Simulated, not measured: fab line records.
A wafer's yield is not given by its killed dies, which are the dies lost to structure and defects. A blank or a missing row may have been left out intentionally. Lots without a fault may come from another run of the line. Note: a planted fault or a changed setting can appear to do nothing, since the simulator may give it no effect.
Chamber matching    flow n5Finfet    rieDiel-01 running N5_HKMG_FIN_ETCH_86: 4 sister chambers
The step etches SOC in N2/H2, stops on TiN, target depth 393.2 nm. 18 wafers are shown with their chamber, then 9 later ones without.

WAFERS, EACH WITH ITS CHAMBER
wafer   chamber  drypumpMotorCurrentA (A)  showerheadPlenumPTorr (Torr)  oesProductAu (a.u.)
L078.1  1        5.6                       2.60                          0.68
L078.3  3        4.8                       2.58                          0.81
L078.4  3        4.8                       2.58                          0.81
L081.1  3        4.8                       2.58                          0.80
L081.3  2        5.6                       2.60                          0.96
L081.6  1        5.6                       2.60                          0.67
L082.1  0        5.7                       2.65                          0.74
L082.3  1        5.5                       2.60                          0.68
L082.4  3        4.8                       2.58                          0.80
L084.3  1        5.5                       2.59                          0.67
L084.5  1        5.5                       2.59                          0.67
L084.6  2        5.6                       2.60                          0.92
L086.3  2        5.6                       2.59                          0.90
L086.4  0        5.7                       2.65                          0.73
L086.5  2        5.6                       2.59                          0.91
L089.2  2        5.6                       2.59                          0.89
L089.5  1        5.5                       2.59                          0.94
L089.6  2        5.6                       2.59                          0.90

SIGNATURES (means of the wafers above)
reading                chamber 0  chamber 1  chamber 2  chamber 3  scatter within a chamber
drypumpMotorCurrentA   5.700      5.533      5.600      4.800      0.0309
showerheadPlenumPTorr  2.6500     2.5950     2.5933     2.5800     0.0045
oesProductAu           0.7350     0.7183     0.9133     0.8050     0.0667
Rule: a wafer lies at a distance from a chamber equal to the root of the sum of squares, over the readings, of (its reading less the chamber's mean, divided by the reading's scatter). The wafer belongs to the nearest chamber; if the next one is less than 2 further off, it can't be placed. The scatter: the root of (the sum of the squares of (reading less its chamber's mean) over the shown wafers, divided by (wafers less chambers)).

WAFERS WHOSE CHAMBER IS MISSING
wafer   drypumpMotorCurrentA (A)  showerheadPlenumPTorr (Torr)  oesProductAu (a.u.)
L091.1  5.6                       2.59                          0.88
L091.3  5.7                       2.64                          0.72
L091.6  4.8                       2.57                          0.78
L092.1  5.5                       2.59                          0.92
L092.2  4.8                       2.57                          0.77
L092.5  5.7                       2.64                          0.72
L093.1  4.8                       2.57                          0.78
L093.4  5.7                       2.64                          0.71
L093.5  4.8                       2.57                          0.77

WHICH CHAMBER EACH ONE RAN IN
wafer   from the rows above      in truth
L091.1  2                        2
L091.3  0                        0
L091.6  3                        3
L092.1  can't be placed: 2 or 1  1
L092.2  3                        3
L092.5  0                        0
L093.1  3                        3
L093.4  0                        0
L093.5  3                        3
Correct placement for 8 of the 9. From these rows, 1 cannot be placed; in 1 the true chamber is one of the candidates. Placed wrongly: 0.
